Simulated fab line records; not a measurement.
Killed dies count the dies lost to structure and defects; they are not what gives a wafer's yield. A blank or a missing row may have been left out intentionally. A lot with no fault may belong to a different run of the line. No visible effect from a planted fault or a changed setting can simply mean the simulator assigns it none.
Which tool is to blame? || flow nand_harc || Sampling: 13 lots, 39 wafers, 6 of 1302 route steps

WHAT EACH GAUGE READ, for each wafer
NHARC_A_ZERO_WELL_INSPECT_17.
{"lot": "L653", "measured": "day 7 09:56", "on": "defect_inspect-01", "raw_defect_count": "10 11 6"}
{"lot": "L655", "measured": "day 8 01:43", "on": "defect_inspect-01", "raw_defect_count": "9 5 13"}
{"lot": "L654", "measured": "day 8 04:01", "on": "defect_inspect-01", "raw_defect_count": "8 10 7"}
{"lot": "L656", "measured": "day 8 13:06", "on": "defect_inspect-02", "raw_defect_count": "5 7 6"}
{"lot": "L657", "measured": "day 9 01:44", "on": "defect_inspect-02", "raw_defect_count": "26 15 16"}
{"lot": "L658", "measured": "day 9 06:54", "on": "defect_inspect-01", "raw_defect_count": "10 7 4"}
{"lot": "L660", "measured": "day 10 08:23", "on": "defect_inspect-01", "raw_defect_count": "15 14 22"}
{"lot": "L661", "measured": "day 10 09:21", "on": "defect_inspect-01", "raw_defect_count": "25 13 5"}
{"lot": "L665", "measured": "day 12 23:04", "on": "defect_inspect-02", "raw_defect_count": "22 7 6"}
{"lot": "L667", "measured": "day 13 00:29", "on": "defect_inspect-02", "raw_defect_count": "14 14 23"}
{"lot": "L668", "measured": "day 13 13:58", "on": "defect_inspect-02", "raw_defect_count": "6 12 10"}
{"lot": "L674", "measured": "day 15 22:37", "on": "defect_inspect-02", "raw_defect_count": "12 10 17"}
{"lot": "L675", "measured": "day 16 12:28", "on": "defect_inspect-02", "raw_defect_count": "18 21 20"}

NHARC_A_ONON_D1_THK_MEAS_08: measures by ellipsometry.
{"lot": "L653", "measured": "day 8 10:01", "on": "film_metro-01", "thk_nm (nm)": "989 988 988"}
{"lot": "L655", "measured": "day 9 03:23", "on": "film_metro-01", "thk_nm (nm)": "979 980 978"}
{"lot": "L654", "measured": "day 9 03:21", "on": "film_metro-01", "thk_nm (nm)": "978 981 981"}
{"lot": "L656", "measured": "day 9 12:29", "on": "film_metro-01", "thk_nm (nm)": "996 998 999"}
{"lot": "L657", "measured": "day 10 01:21", "on": "film_metro-01", "thk_nm (nm)": "987 986 986"}
{"lot": "L658", "measured": "day 10 05:13", "on": "film_metro-01", "thk_nm (nm)": "985 987 987"}
{"lot": "L660", "measured": "day 11 07:37", "on": "film_metro-02", "thk_nm (nm)": "981 979 981"}
{"lot": "L661", "measured": "day 11 07:36", "on": "film_metro-01", "thk_nm (nm)": "1020 1019 1022"}
{"lot": "L665", "measured": "day 13 21:31", "on": "film_metro-02", "thk_nm (nm)": "862 864 862"}
{"lot": "L667", "measured": "day 13 21:19", "on": "film_metro-02", "thk_nm (nm)": "1010 1009 1011"}
{"lot": "L668", "measured": "day 14 13:58", "on": "film_metro-02", "thk_nm (nm)": "865 865 865"}
{"lot": "L674", "measured": "day 17 05:55", "on": "film_metro-02", "thk_nm (nm)": "1002 1003 1002"}
{"lot": "L675", "measured": "day 17 19:38", "on": "film_metro-02", "thk_nm (nm)": "1004 1005 1005"}

NHARC_A_ONON_D1_THK_MEAS_21: measures by ellipsometry.
{"lot": "L653", "measured": "day 8 21:22", "on": "film_metro-01", "thk_nm (nm)": "1008 1007 1008"}
{"lot": "L655", "measured": "day 9 13:10", "on": "film_metro-01", "thk_nm (nm)": "1007 1008 1006"}
{"lot": "L654", "measured": "day 9 13:11", "on": "film_metro-02", "thk_nm (nm)": "1000 1003 1002"}
{"lot": "L656", "measured": "day 9 22:25", "on": "film_metro-02", "thk_nm (nm)": "1021 1020 1020"}
{"lot": "L657", "measured": "day 10 11:14", "on": "film_metro-02", "thk_nm (nm)": "987 987 989"}
{"lot": "L658", "measured": "day 10 17:10", "on": "film_metro-02", "thk_nm (nm)": "1008 1005 1007"}
{"lot": "L660", "measured": "day 11 17:06", "on": "film_metro-02", "thk_nm (nm)": "1002 1001 1001"}
{"lot": "L661", "measured": "day 11 17:05", "on": "film_metro-01", "thk_nm (nm)": "1029 1030 1028"}
{"lot": "L665", "measured": "day 14 08:01", "on": "film_metro-01", "thk_nm (nm)": "1009 1009 1008"}
{"lot": "L667", "measured": "day 14 08:23", "on": "film_metro-01", "thk_nm (nm)": "1012 1011 1011"}
{"lot": "L668", "measured": "day 15 00:05", "on": "film_metro-01", "thk_nm (nm)": "994 996 997"}
{"lot": "L674", "measured": "day 17 19:46", "on": "film_metro-02", "thk_nm (nm)": "1004 1003 1004"}
{"lot": "L675", "measured": "day 18 05:07", "on": "film_metro-02", "thk_nm (nm)": "999 1000 998"}

NHARC_END_SORT_01.
{"lot": "L653", "measured": "day 24 21:56", "on": "prober-02", "killed_at_array": "57 65 69", "killed_at_other": "1 0 1", "killed_at_periphery": "6 5 7", "killed_dies": "64 70 77", "killed_open": "4 1 3", "killed_short": "1 2 1"}
{"lot": "L656", "measured": "day 27 00:42", "on": "prober-01", "killed_at_array": "55 58 67", "killed_at_other": "2 3 0", "killed_at_periphery": "1 3 2", "killed_dies": "58 64 69", "killed_open": "3 3 2", "killed_short": "5 0 2"}
{"lot": "L660", "measured": "day 28 01:27", "on": "prober-01", "killed_at_array": "28 26 27", "killed_at_other": "6 5 3", "killed_at_periphery": "6 4 4", "killed_dies": "40 35 34", "killed_open": "3 2 4", "killed_short": "0 5 2"}
{"lot": "L661", "measured": "day 28 01:28", "on": "prober-02", "killed_at_array": "78 70 83", "killed_at_other": "0 0 1", "killed_at_periphery": "6 4 4", "killed_dies": "84 74 88", "killed_open": "4 4 4", "killed_short": "2 6 2"}
{"lot": "L665", "measured": "day 31 14:07", "on": "prober-02", "killed_at_array": "94 97 93", "killed_at_other": "5 0 3", "killed_at_periphery": "8 7 4", "killed_dies": "107 104 100", "killed_open": "5 5 2", "killed_short": "4 0 2"}
{"lot": "L667", "measured": "day 30 17:50", "on": "prober-01", "killed_at_array": "74 84 73", "killed_at_other": "1 0 2", "killed_at_periphery": "7 3 7", "killed_dies": "82 87 82", "killed_open": "1 1 3", "killed_short": "1 2 2"}
{"lot": "L674", "measured": "day 33 18:08", "on": "prober-01", "killed_at_array": "66 77 61", "killed_at_other": "0 0 0", "killed_at_periphery": "2 0 5", "killed_dies": "68 77 66", "killed_open": "4 2 3", "killed_short": "3 4 1"}

WHICH TOOL RAN EACH LOT (tool, then ch and the chambers of the sampled wafers, then the start)
{"lot": "L653", "NHARC_A_ZERO_WELL_DESCUM_12": "rie_diel-05 ch 0,2,3, day 7 08:38", "NHARC_A_ONON_D1_DEP_06": "pecvd_onon-01 ch 0, day 8 09:30"}
{"lot": "L655", "NHARC_A_ZERO_WELL_DESCUM_12": "rie_diel-05 ch 0,2,3, day 8 00:23", "NHARC_A_ONON_D1_DEP_06": "pecvd_onon-04 ch 0, day 9 02:51"}
{"lot": "L654", "NHARC_A_ZERO_WELL_DESCUM_12": "rie_diel-05 ch 0,1,3, day 8 02:43", "NHARC_A_ONON_D1_DEP_06": "pecvd_onon-01 ch 0, day 9 02:51"}
{"lot": "L656", "NHARC_A_ZERO_WELL_DESCUM_12": "rie_diel-03 ch 0,1, day 8 11:49", "NHARC_A_ONON_D1_DEP_06": "pecvd_onon-04 ch 0, day 9 12:06"}
{"lot": "L657", "NHARC_A_ZERO_WELL_DESCUM_12": "rie_diel-05 ch 1,2,3, day 9 00:25", "NHARC_A_ONON_D1_DEP_06": "pecvd_onon-01 ch 0, day 10 00:50"}
{"lot": "L658", "NHARC_A_ZERO_WELL_DESCUM_12": "rie_diel-03 ch 0,1, day 9 05:35", "NHARC_A_ONON_D1_DEP_06": "pecvd_onon-04 ch 0, day 10 04:50"}
{"lot": "L660", "NHARC_A_ZERO_WELL_DESCUM_12": "rie_diel-05 ch 0,1,2, day 10 07:04", "NHARC_A_ONON_D1_DEP_06": "pecvd_onon-01 ch 0, day 11 07:06"}
{"lot": "L661", "NHARC_A_ZERO_WELL_DESCUM_12": "rie_diel-05 ch 0,1,3, day 10 08:03", "NHARC_A_ONON_D1_DEP_06": "pecvd_onon-04 ch 0, day 11 07:05"}
{"lot": "L665", "NHARC_A_ZERO_WELL_DESCUM_12": "rie_diel-05 ch 0,2, day 12 21:37", "NHARC_A_ONON_D1_DEP_06": "pecvd_onon-04 ch 0, day 13 21:01"}
{"lot": "L667", "NHARC_A_ZERO_WELL_DESCUM_12": "rie_diel-08 ch 0,2, day 12 22:35", "NHARC_A_ONON_D1_DEP_06": "pecvd_onon-02 ch 0, day 13 20:49"}
{"lot": "L668", "NHARC_A_ZERO_WELL_DESCUM_12": "rie_diel-05 ch 0,1,2, day 13 12:37", "NHARC_A_ONON_D1_DEP_06": "pecvd_onon-04 ch 0, day 14 13:31"}
{"lot": "L674", "NHARC_A_ZERO_WELL_DESCUM_12": "rie_diel-05 ch 1,2, day 15 21:19", "NHARC_A_ONON_D1_DEP_06": "pecvd_onon-02 ch 0, day 17 05:25"}
{"lot": "L675", "NHARC_A_ZERO_WELL_DESCUM_12": "rie_diel-05 ch 0,3, day 16 10:54", "NHARC_A_ONON_D1_DEP_06": "pecvd_onon-02 ch 0, day 17 19:09"}
- NHARC_A_ZERO_WELL_DESCUM_12: chemistry O2, time 3 s.
- NHARC_A_ONON_D1_DEP_06: target thk 1000 nm.

WHAT THE TOOLS THEMSELVES READ (means of the sampled wafers that have a number; where no wafer has one, the mark that the record gives instead)
NHARC_A_ZERO_WELL_DESCUM_12.
{"lot": "L653", "tool": "rie_diel-05", "drypump_motor_current_A (A)": 5.4, "oes_product_au (a.u.)": 1.007, "rf_vpp_V (V)": 58.2, "showerhead_plenum_p_Torr (Torr)": 1.92, "throttle_valve_pct (%)": 11.310}
{"lot": "L655", "tool": "rie_diel-05", "drypump_motor_current_A (A)": 5.5, "oes_product_au (a.u.)": 0.998, "rf_vpp_V (V)": 57.8, "showerhead_plenum_p_Torr (Torr)": 1.92, "throttle_valve_pct (%)": 11.303}
{"lot": "L654", "tool": "rie_diel-05", "drypump_motor_current_A (A)": 5.3, "oes_product_au (a.u.)": 1.003, "rf_vpp_V (V)": 57.5, "showerhead_plenum_p_Torr (Torr)": 1.95, "throttle_valve_pct (%)": 11.307}
{"lot": "L656", "tool": "rie_diel-03", "drypump_motor_current_A (A)": 6.2, "oes_product_au (a.u.)": 0.999, "rf_vpp_V (V)": 57.0, "showerhead_plenum_p_Torr (Torr)": 1.80, "throttle_valve_pct (%)": 11.309}
{"lot": "L657", "tool": "rie_diel-05", "drypump_motor_current_A (A)": 5.6, "oes_product_au (a.u.)": 1.005, "rf_vpp_V (V)": 58.3, "showerhead_plenum_p_Torr (Torr)": 1.90, "throttle_valve_pct (%)": 11.321}
{"lot": "L658", "tool": "rie_diel-03", "drypump_motor_current_A (A)": 5.6, "oes_product_au (a.u.)": 0.999, "rf_vpp_V (V)": 56.9, "showerhead_plenum_p_Torr (Torr)": 1.78, "throttle_valve_pct (%)": 11.312}
{"lot": "L660", "tool": "rie_diel-05", "drypump_motor_current_A (A)": 5.6, "oes_product_au (a.u.)": 1.008, "rf_vpp_V (V)": 57.7, "showerhead_plenum_p_Torr (Torr)": 1.98, "throttle_valve_pct (%)": 11.306}
{"lot": "L661", "tool": "rie_diel-05", "drypump_motor_current_A (A)": 5.3, "oes_product_au (a.u.)": 1.005, "rf_vpp_V (V)": 58.0, "showerhead_plenum_p_Torr (Torr)": 1.94, "throttle_valve_pct (%)": 11.304}
{"lot": "L665", "tool": "rie_diel-05", "drypump_motor_current_A (A)": 5.5, "oes_product_au (a.u.)": 0.991, "rf_vpp_V (V)": 58.1, "showerhead_plenum_p_Torr (Torr)": 2.00, "throttle_valve_pct (%)": 11.314}
{"lot": "L667", "tool": "rie_diel-08", "drypump_motor_current_A (A)": 5.3, "oes_product_au (a.u.)": 0.998, "rf_vpp_V (V)": 57.8, "showerhead_plenum_p_Torr (Torr)": 1.82, "throttle_valve_pct (%)": 11.316}
{"lot": "L668", "tool": "rie_diel-05", "drypump_motor_current_A (A)": 5.6, "oes_product_au (a.u.)": 0.996, "rf_vpp_V (V)": 58.5, "showerhead_plenum_p_Torr (Torr)": 1.98, "throttle_valve_pct (%)": 11.313}
{"lot": "L674", "tool": "rie_diel-05", "drypump_motor_current_A (A)": 5.8, "oes_product_au (a.u.)": 0.999, "rf_vpp_V (V)": 57.8, "showerhead_plenum_p_Torr (Torr)": 1.97, "throttle_valve_pct (%)": 11.308}
{"lot": "L675", "tool": "rie_diel-05", "drypump_motor_current_A (A)": 5.1, "oes_product_au (a.u.)": 1.009, "rf_vpp_V (V)": 57.7, "showerhead_plenum_p_Torr (Torr)": 1.87, "throttle_valve_pct (%)": 11.310}

THE ANSWER, worked out from the rows above alone
Rule: usual is defined by the lots themselves. The widest of any qualifying gaps counts: lots, ordered by their means at a reading, are off when they make up no more than a third of the lots, leave a main group of 4 or more, and stand apart from it by 3 or more times the standard deviation of that group's means. Not used: any main group whose means are identical at the precision the tables above print for the reading. A lot without any number at a reading at which 4 lots or more have one is off too. Any other lot the step has rows for is counted as sound. The gauges are gone through in route order, then the tools' own readings, and for those a lot's mean is taken as printed above. The first step at which some lot is off is used, and at that step the reading that is off furthest; a lot without a number counts as furthest.
Off, at NHARC_A_ONON_D1_THK_MEAS_08 on thk_nm: L665, L668. Main group: mean 994 nm, sd 13.
If a tool, at a process step before that reading, ran all the lots that are off and no sound lot after the first of them, it fits. The gauges at NHARC_A_ONON_D1_THK_MEAS_08 are tried like those tools. One fits: NHARC_A_ONON_D1_DEP_06 on pecvd_onon-04. A fault onset in the window from L661 (day 11 07:05, its last sound lot) to L665 (day 13 21:01, its first lot off) fits.

WHAT HAD BEEN PUT IN BY THE SIMULATOR
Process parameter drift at NHARC_A_ONON_D1_DEP_06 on pecvd_onon-04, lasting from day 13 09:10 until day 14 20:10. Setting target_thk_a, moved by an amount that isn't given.
Shown lots that were struck: L665, L668. Same finding as the rule above.
